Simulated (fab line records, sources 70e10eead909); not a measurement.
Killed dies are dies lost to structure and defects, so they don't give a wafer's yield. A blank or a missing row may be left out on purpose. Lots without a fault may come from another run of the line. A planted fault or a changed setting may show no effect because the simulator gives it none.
Which tool did it? | flow nand_harc | 6 lots, 18 wafers sampled, at 4 steps of a route of 1159

WHAT THE GAUGES READ, wafer by wafer
NHARC_END_SORT_01.
lot  | measured     | on        | killed_dies
L159 | day 20 17:01 | prober-02 | 26 22 31
L161 | day 21 15:00 | prober-02 | 24 32 27
L162 | day 21 21:58 | prober-01 | 38 36 38

WHICH TOOL RAN EACH LOT (tool, then ch and the chambers of the sampled wafers, then the start)
lot  | NHARC_P_GATE_RTA_64              | NHARC_P_CONTACT_EXPOSE_09          | NHARC_P_CONTACT_STRIP_28
L155 | rtp_anneal-02 ch 0, day 5 18:16  | arfi_scanner-03 ch 0, day 5 20:52  | rie_diel-11 ch 0,2, day 5 22:13
L159 | rtp_anneal-02 ch 0, day 6 13:02  | arfi_scanner-02 ch 0, day 6 15:48  | rie_diel-08 ch 0,2,3, day 6 17:06
L161 | rtp_anneal-01 ch 0, day 7 05:01  | arfi_scanner-02 ch 0, day 7 07:44  | rie_diel-04 ch 1,2,3, day 7 09:02
L162 | rtp_anneal-01 ch 0, day 7 16:07  | arfi_scanner-02 ch 0, day 7 19:01  | rie_diel-04 ch 0,2, day 7 20:26
L169 | rtp_anneal-01 ch 0, day 9 11:55  | arfi_scanner-01 ch 0, day 9 15:00  | rie_diel-08 ch 2,3, day 9 16:17
L176 | rtp_anneal-01 ch 0, day 10 22:20 | arfi_scanner-01 ch 0, day 11 01:04 | rie_diel-11 ch 0,2, day 11 02:20
- NHARC_P_GATE_RTA_64: time 1 s.
- NHARC_P_CONTACT_EXPOSE_09: exposes mask P CA, target cd 90 nm.
- NHARC_P_CONTACT_STRIP_28: strips in O2.

THE ANSWER, worked out from the rows above alone
Rule: what is usual is taken from the lots themselves. Put in order of their means at a reading, lots are off if they are a third of the lots or fewer, leave a main group of 4 or more, and stand apart from it by a gap of 3 or more times the standard deviation of the main group's means; of several such gaps the widest counts. A main group whose means are all the same, to the digits that the tables above print for the reading, isn't used. A lot without any number at a reading at which 4 lots or more have one is off too. The other lots that the step has rows for count as sound.
No lot is off at any reading shown: from this, nothing can be told.

WHAT THE SIMULATOR HAD PUT IN
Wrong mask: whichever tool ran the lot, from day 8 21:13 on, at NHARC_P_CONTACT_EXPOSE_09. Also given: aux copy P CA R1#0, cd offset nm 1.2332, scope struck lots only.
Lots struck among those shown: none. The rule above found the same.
